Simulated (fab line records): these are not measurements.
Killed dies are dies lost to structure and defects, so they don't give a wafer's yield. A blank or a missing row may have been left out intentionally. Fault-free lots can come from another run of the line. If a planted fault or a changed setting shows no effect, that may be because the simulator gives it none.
fab line records    flow n5_finfet    part 2 of 2: steps 25 to 34 of 34
record: lots: 5  wafers: 15  last_day: 16
route steps=1938 shown BEOL_M14@1733
lots with no fault: from the same line, run without faults
start_h: start of the lot's first displayed wafer, in hours after the record's first day    wait_h: how many hours have passed since the lot's step before this one    " as in the row above    L1.1+2: a single row standing in for several wafers    - either no value or no given start    * or withheld: withheld    < > ~ a bound
route shown NAME@n: names a module that has steps shown in the file, with the first one's number in the route    usual: average and standard deviation across the fault-free wafers    same: alike in all rows    chamber/n: place in a boat    sites: each site's reading    _std_site: standard deviation of those values    _edge_site: inner sites' mean taken away from outer sites' mean    radius_mm: for every site, how far away it sits from the centre of the wafer    mask NAME#n: copy n    behind: the last tool/chamber to shape the wafer    hold: the reason the lot was held/the length of the hold in hours/how it ended    device: names the non-switching transistor (n, p or np)    end of line: the route-end tests of the same wafers    a step without rows: its recipe alone    killed: dies that structure and defects cost at the first sort, which is not the same as the wafer's yield    map: a wafer's dies, x killed, . not, _ none there
set.NAME: the setting the step ran with; set.NAME@STEP: the setting that earlier step ran with    model.NAME: the simulator's own value behind a step, which no gauge read
a table for each step, a row for each wafer; lots at some steps of the route
services: when a tool's chamber went out of use (start_h, in hours from the record's first day, below 0 if earlier), for how many hours, and the reason
== steps ==
step: N5_BEOL_M14_ETCH_38
recipe: chemistry: CF4/N2  target: SiCN  target_depth_a: 1065  taper_deg: 2  time_s: 120.6  ion_energy_ev: 150  mask_material: SiO2  pressure_mtorr: 40  source_w: 430  bias_w: 70  Ar_flow_sccm: 100  cf4_flow_sccm: 60  n2_flow_sccm: 60
usual: drypump_motor_current_A: 5.7/0.42  oes_product_au: 0.82/0.068  rf_vpp_V: 382.2/1.8  showerhead_plenum_p_Torr: 2.20/0.065  throttle_valve_pct: 15.29/0.18
same: time_s: 120.6
lot.wafer  tool         chamber  start_h  wait_h  drypump_motor_current_A  oes_product_au  rf_hours_counter_h  rf_vpp_V  showerhead_plenum_p_Torr  throttle_valve_pct
L074.1     rie_diel-05  0        -        -       5.8                      0.86            57                  380.7     2.14                      15.25
L074.4     "            1        "        "       5.6                      0.82            75                  379.8     2.14                      15.43
L074.5     "            0        "        "       5.8                      0.86            -                   381.0     2.14                      15.27
L083.2     rie_diel-04  1        -        -       5.3                      0.81            90                  382.6     2.22                      15.30
L083.4     "            0        "        "       5.2                      0.85            -                   382.0     2.16                      14.97
L083.6     "            1        "        "       5.4                      0.82            -                   384.1     2.22                      15.31
L093.1     rie_diel-04  1        -        -       5.4                      0.80            104                 382.9     2.22                      15.33
L093.3     "            0        "        "       5.2                      0.82            63                  382.2     2.15                      14.98
L093.5     "            0        "        "       5.2                      0.82            -                   381.2     2.15                      15.00
L091.1     rie_diel-05  1        -        -       5.6                      0.78            109                 379.2     2.13                      15.51
L091.2     "            3        "        "       5.2                      0.81            94                  384.8     2.33                      15.45
L091.4     "            2        "        "       6.5                      0.88            45                  382.5     2.26                      15.49
L092.4     rie_diel-04  1        -        -       5.4                      0.81            -                   382.8     2.22                      15.32
L092.5     "            0        "        "       5.2                      0.82            -                   380.4     2.15                      14.99
L092.6     "            2        "        "       5.7                      0.92            -                   379.8     2.15                      15.29
step: N5_BEOL_M14_PRECLEAN_39
recipe: chemistry: residue_remover  time_s: 60  temp_c: 40
same: time_s: 60
lot.wafer   tool          chamber  start_h  wait_h
L074.1+4+5  wet_bench-05  6,2,1    259.32   -
L083.2+4+6  wet_bench-01  0,2,3    313.47   -
L093.1+3+5  wet_bench-04  4,0,6    357.91   -
L091.1+2+4  wet_bench-05  0,7,1    362.43   -
L092.4+5+6  wet_bench-04  1,7,6    362.98   -
step: N5_BEOL_M14_SRD_40
recipe: time_s: 30  temp_c: 23  rinse_liquid: diw  dry: n2_spin  spin_rpm: 1500  dry_time_s: 30
same: time_s: 30
lot.wafer   tool          chamber  start_h  wait_h
L074.1+4+5  wet_bench-05  6,2,1    259.34   0.0
L083.2+4+6  wet_bench-01  0,2,3    313.49   0.0
L093.1+3+5  wet_bench-04  4,0,6    357.93   0.0
L091.1+2+4  wet_bench-05  0,7,1    362.45   0.0
L092.4+5+6  wet_bench-04  1,7,6    363.00   0.0
step: N5_BEOL_M14_DEGAS_41
recipe: ambient: vacuum  temp_c: 300  time_s: 60
usual: heater_power_w: 456/46
same: time_s: 60
lot.wafer  tool            chamber  start_h  wait_h  heater_power_w
L074.1     pvd_sputter-02  -        259.50   0.1     453
L074.4     "               -        "        "       448
L074.5     "               -        "        "       450
L083.2     pvd_sputter-01  -        313.88   0.4     475
L083.4     "               -        "        "       481
L083.6     "               -        "        "       476
L093.1     pvd_sputter-01  -        361.91   4.0     483
L093.3     "               -        "        "       396
L093.5     "               -        "        "       478
L091.1     pvd_sputter-01  -        362.79   0.3     385
L091.2     "               -        "        "       477
L091.4     "               -        "        "       392
L092.4     pvd_sputter-03  -        363.21   0.2     407
L092.5     "               -        "        "       491
L092.6     "               -        "        "       524
step: N5_BEOL_M14_PRE_CLEAN_42
recipe: gas: H2/He  time_s: 30  temp_c: 300
usual: heater_power_w: 458/46
same: time_s: 30
lot.wafer  tool            chamber  start_h  wait_h  heater_power_w
L074.1     pvd_sputter-02  -        259.54   0.0     461
L074.4     "               -        "        "       438
L074.5     "               -        "        "       458
L083.2     pvd_sputter-01  -        313.92   0.0     480
L083.4     "               -        "        "       489
L083.6     "               -        "        "       493
L093.1     pvd_sputter-01  -        361.95   0.0     486
L093.3     "               -        "        "       392
L093.5     "               -        "        "       484
L091.1     pvd_sputter-01  -        362.83   0.0     393
L091.2     "               -        "        "       489
L091.4     "               -        "        "       384
L092.4     pvd_sputter-03  -        363.29   0.0     430
L092.5     "               -        "        "       491
L092.6     "               -        "        "       522
step: N5_BEOL_M14_SPUTTER_43
recipe: material: TaN  target_thk_a: 150  temp_c: 50  bias_v: 168.6  power_w: 15000  chamber_pressure_pa: 0.12  time_s: 24.19
usual: bias_v: 168.5/1.5  throttle_valve_pct: 30.1/0.76
same: time_s: 24.19
lot.wafer  tool            chamber  start_h  wait_h  bias_v  throttle_valve_pct
L074.1     pvd_sputter-02  -        259.58   0.0     167.0   29.8
L074.4     "               -        "        "       167.9   30.7
L074.5     "               -        "        "       170.7   30.5
L083.2     pvd_sputter-01  -        313.96   0.0     168.6   29.4
L083.4     "               -        "        "       168.4   30.9
L083.6     "               -        "        "       169.4   29.3
L093.1     pvd_sputter-01  -        361.99   0.0     170.9   29.2
L093.3     "               -        "        "       166.3   31.0
L093.5     "               -        "        "       170.7   29.2
L091.1     pvd_sputter-01  -        362.87   0.0     167.8   31.0
L091.2     "               -        "        "       167.3   29.4
L091.4     "               -        "        "       168.7   30.9
L092.4     pvd_sputter-03  -        363.37   0.0     168.5   30.6
L092.5     "               -        "        "       168.2   28.7
L092.6     "               -        "        "       169.1   29.4
step: N5_BEOL_M14_SPUTTER_44
recipe: material: Ta  target_thk_a: 150  temp_c: 50  bias_v: 80  power_w: 15000  chamber_pressure_pa: 0.07  time_s: 24.19
usual: bias_v: 80.0/0.81  throttle_valve_pct: 30.1/0.78
same: time_s: 24.19
lot.wafer  tool            chamber  start_h  wait_h  bias_v  throttle_valve_pct
L074.1     pvd_sputter-02  -        259.66   0.0     79.8    29.8
L074.4     "               -        "        "       79.7    30.7
L074.5     "               -        "        "       80.2    31.0
L083.2     pvd_sputter-01  -        314.04   0.0     80.4    29.1
L083.4     "               -        "        "       79.5    30.8
L083.6     "               -        "        "       79.8    29.4
L093.1     pvd_sputter-01  -        362.07   0.0     80.1    28.9
L093.3     "               -        "        "       79.5    31.3
L093.5     "               -        "        "       80.5    29.2
L091.1     pvd_sputter-01  -        362.95   0.0     80.4    30.8
L091.2     "               -        "        "       80.0    29.2
L091.4     "               -        "        "       82.8    30.8
L092.4     pvd_sputter-03  -        363.53   0.1     79.2    30.9
L092.5     "               -        "        "       79.9    28.9
L092.6     "               -        "        "       81.2    29.2
step: N5_BEOL_M14_SPUTTER_45
recipe: material: Cu  target_thk_a: 1000  temp_c: -20  bias_v: 60  power_w: 26000  chamber_pressure_pa: 0.13  time_s: 16.67
usual: bias_v: 60.0/0.58  throttle_valve_pct: 30.2/0.77
same: time_s: 16.67
lot.wafer  tool            chamber  start_h  wait_h  bias_v  throttle_valve_pct
L074.1     pvd_sputter-02  -        259.74   0.0     59.8    29.9
L074.4     "               -        "        "       59.4    30.7
L074.5     "               -        "        "       60.1    30.8
L083.2     pvd_sputter-01  -        314.12   0.0     60.5    29.4
L083.4     "               -        "        "       60.2    30.9
L083.6     "               -        "        "       60.4    29.3
L093.1     pvd_sputter-01  -        362.15   0.0     60.1    29.2
L093.3     "               -        "        "       59.5    31.0
L093.5     "               -        "        "       60.0    29.2
L091.1     pvd_sputter-01  -        363.03   0.0     59.5    30.9
L091.2     "               -        "        "       60.3    29.4
L091.4     "               -        "        "       60.1    30.7
L092.4     pvd_sputter-03  -        363.69   0.1     60.0    30.7
L092.5     "               -        "        "       61.3    28.7
L092.6     "               -        "        "       60.5    29.2
step: N5_BEOL_M14_ECD_47
recipe: material: Cu  target_thk_a: 12480
lot.wafer   tool       chamber  start_h  wait_h
L074.1+4+5  ecd_cu-01  0,0,1    259.86   0.1
L083.2+4+6  ecd_cu-02  1        314.23   0.1
L093.1+3+5  ecd_cu-02  0,0,1    362.27   0.1
L091.1+2+4  ecd_cu-02  1,0,0    363.15   0.1
L092.4+5+6  ecd_cu-02  1,1,0    363.94   0.2
step: N5_BEOL_M14_ANNEAL_48
recipe: temp_c: 225  time_s: 90  ambient: N2
usual: wafer_temp_C_max: 226.3/0.66
same: time_s: 90
lot.wafer  tool           chamber  start_h  wait_h  wafer_temp_C_max
L074.1     rtp_anneal-02  0        260.05   0.1     226.8
L074.4     "              0        "        "       227.3
L074.5     "              0        "        "       226.6
L083.2     rtp_anneal-02  0        314.71   0.4     227.4
L083.4     "              0        "        "       226.9
L083.6     "              0        "        "       227.3
L093.1     rtp_anneal-01  0        362.46   0.1     225.8
L093.3     "              0        "        "       226.1
L093.5     "              0        "        "       225.6
L091.1     rtp_anneal-02  0        363.34   0.1     227.9
L091.2     "              0        "        "       227.0
L091.4     "              0        "        "       226.9
L092.4     rtp_anneal-02  0        364.73   0.7     226.9
L092.5     "              0        "        "       226.9
L092.6     "              0        "        "       227.0
== services ==
tool            chamber  start_h  hours  kind
ecd_cu-01       -        269.47   0.6    repair
krf_scanner-02  -        269.94   0.8    pm
krf_scanner-01  -        271.68   1.3    pm
wet_bench-05    -        273.48   1.3    repair
krf_scanner-02  -        286.72   1.3    pm
rie_diel-04     3        302.35   11.0   repair
rie_diel-05     -        312.36   2.8    pm
ecd_cu-01       -        318.18   9.1    pm
krf_scanner-02  -        318.40   1.0    pm
krf_scanner-01  -        329.55   0.8    pm
pvd_sputter-01  -        336.32   11.7   repair
rie_diel-04     -        337.78   6.8    repair
ecd_cu-02       -        340.15   5.4    pm
rie_diel-02     -        344.64   0.3    repair
krf_scanner-01  -        346.34   1.0    pm
rie_diel-05     3        351.58   8.8    repair
rie_diel-02     0        354.63   -      clean
rie_diel-02     0        354.63   -      consumable_replace:focus_ring
rie_diel-02     0        354.63   -      consumable_replace:showerhead
rie_diel-02     0        354.63   22.2   scheduled_down
rie_diel-02     0        354.63   22.2   vent_cycle
krf_scanner-01  -        354.82   3.0    pm
pvd_sputter-02  -        357.05   3.6    repair
rie_diel-05     2        364.74   10.6   repair
